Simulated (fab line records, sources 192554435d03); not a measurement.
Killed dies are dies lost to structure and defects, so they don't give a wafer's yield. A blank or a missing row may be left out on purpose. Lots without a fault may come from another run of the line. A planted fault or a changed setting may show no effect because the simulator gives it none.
Split-lot experiment | flow n5_finfet | 7 lots, 21 wafers read, on a route of 1938 steps

THE SPLIT
At N5_BEOL_M15_ILD_DEP_00 (deposits SiO2 from TEOS/O2, target thk 1629.3 nm, time 346.1 s), the setting time_s was moved away from the recipe's 346.1 s on 7 of the 21 wafers read, by -8.4% to +10.5%. The other wafers ran this setting at the recipe's value.

The file shows no step between the split and the reading.

THE READING
M15_ILD_THK, in nm, at N5_BEOL_M15_THK_MEAS_01. Fault-free wafers of this fab line usually give 1624 nm, standard deviation 25 nm.

wafer  | tool, chamber at the split | time_s as run, s | against the recipe | M15_ILD_THK, nm | against lot-mates on the recipe
L074.2 | pecvd-03, 0                | 317              | -8.4%              | 1518            | -159
L074.4 | pecvd-03, 2                | 317              | -8.4%              | 1537            | -140
L074.6 | pecvd-03, 0                | 346.1            | recipe             | 1677            | -
L084.3 | pecvd-02, 0                | 322.2            | -6.9%              | 1492            | -130
L084.4 | pecvd-02, 0                | 346.1            | recipe             | 1617            | -
L084.5 | pecvd-02, 1                | 346.1            | recipe             | 1627            | -
L085.1 | pecvd-01, 0,2              | 346.1            | recipe             | 1613            | -
L085.3 | pecvd-01, 1                | 346.1            | recipe             | 1625            | -
L085.4 | pecvd-01, 0,2              | 346.1            | recipe             | 1614            | -
L086.2 | pecvd-01, 2                | 333              | -3.8%              | 1522            | -98
L086.5 | pecvd-01, 0                | 346.1            | recipe             | 1620            | -
L086.6 | pecvd-01, 2                | 333              | -3.8%              | 1566            | -54
L089.2 | pecvd-03, 1                | 382.4            | +10.5%             | 1811            | +170
L089.5 | pecvd-03, 0                | 382.4            | +10.5%             | 1836            | +195
L089.6 | pecvd-03, 1                | 346.1            | recipe             | 1641            | -
L090.1 | pecvd-03, 2                | 346.1            | recipe             | 1635            | -
L090.2 | pecvd-03, 0                | 346.1            | recipe             | 1644            | -
L090.6 | pecvd-03, 0                | 346.1            | recipe             | 1667            | -
L093.1 | pecvd-02, 0                | 346.1            | recipe             | 1620            | -
L093.2 | pecvd-02, 1                | 346.1            | recipe             | 1593            | -
L093.5 | pecvd-02, 1                | 346.1            | recipe             | 1612            | -
Where a row lists several chambers, the file gives one row for several wafers and doesn't say which wafer went through which chamber.

THE FIT
A straight line over all 21 wafers: M15_ILD_THK changes by +16.9 nm for each +1% of time_s; r = +0.95; the points scatter about the line by 26 nm.
The same after taking each lot's own level away (the mean of its wafers on the recipe; 21 wafers): +17.8 nm for each +1%; r = +0.99; scatter 12 nm.
On that fit, the largest move of time_s shifts the reading by 1.9e+02 nm.
The lots' own levels span 1608.3 to 1677.0 nm, that is 2.7 times the standard deviation above.
So the lot-to-lot level changes the slope little: the two slopes agree.
Check: with one of the wafers moved furthest among these (+10.5%) left out of the fit, the line predicts +193 nm for it against its lot-mates. It came out at +170 nm against them.

OTHER SPLITS ON THESE WAFERS
These wafers also went through other splits before the reading. Each is held against what the fit with the lots' levels taken away leaves over:
other split on the same wafers        | wafers away from the commonest value | r with M15_ILD_THK (lot level and that fit taken away)
N5_BEOL_M14_DEVELOP_27 develop_time_s | 7                                    | +0.24

THE WHOLE CHAIN: every reading that the file lists as answering this split, in the file's order
step                    | what it does                                                   | reading                                                                             | change (the file's fit)              | r (the file's)
N5_BEOL_M15_ILD_DEP_00  | deposits SiO2 from TEOS/O2, target thk 1629.3 nm, time 346.1 s | SiO2_of_BEOL_M15_ILD_DEP_00.thk_nm (the simulator's own value, which no gauge read) | +17.9 nm for each +1% of the setting | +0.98
N5_BEOL_M15_THK_MEAS_01 |                                                                | M15_ILD_THK                                                                         | +17.9 for each +1% of the setting    | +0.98
N5_BEOL_M15_VIA_ETCH_16 | etches SiO2 in C4F8/O2/Ar, target depth 1792.2 nm              | etch.depth_nm (the simulator's own value, which no gauge read)                      | +17.9 nm for each +1% of the setting | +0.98
N5_BEOL_M15_VIA_ETCH_16 | etches SiO2 in C4F8/O2/Ar, target depth 1792.2 nm              | coat_of_BEOL_M15_COAT_04.thk_nm (the simulator's own value, which no gauge read)    | -3.52 nm for each +1% of the setting | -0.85

THE FILE'S OWN FIT
M15_ILD_THK changes by +17.9 nm for each +1% of time_s, r = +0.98.
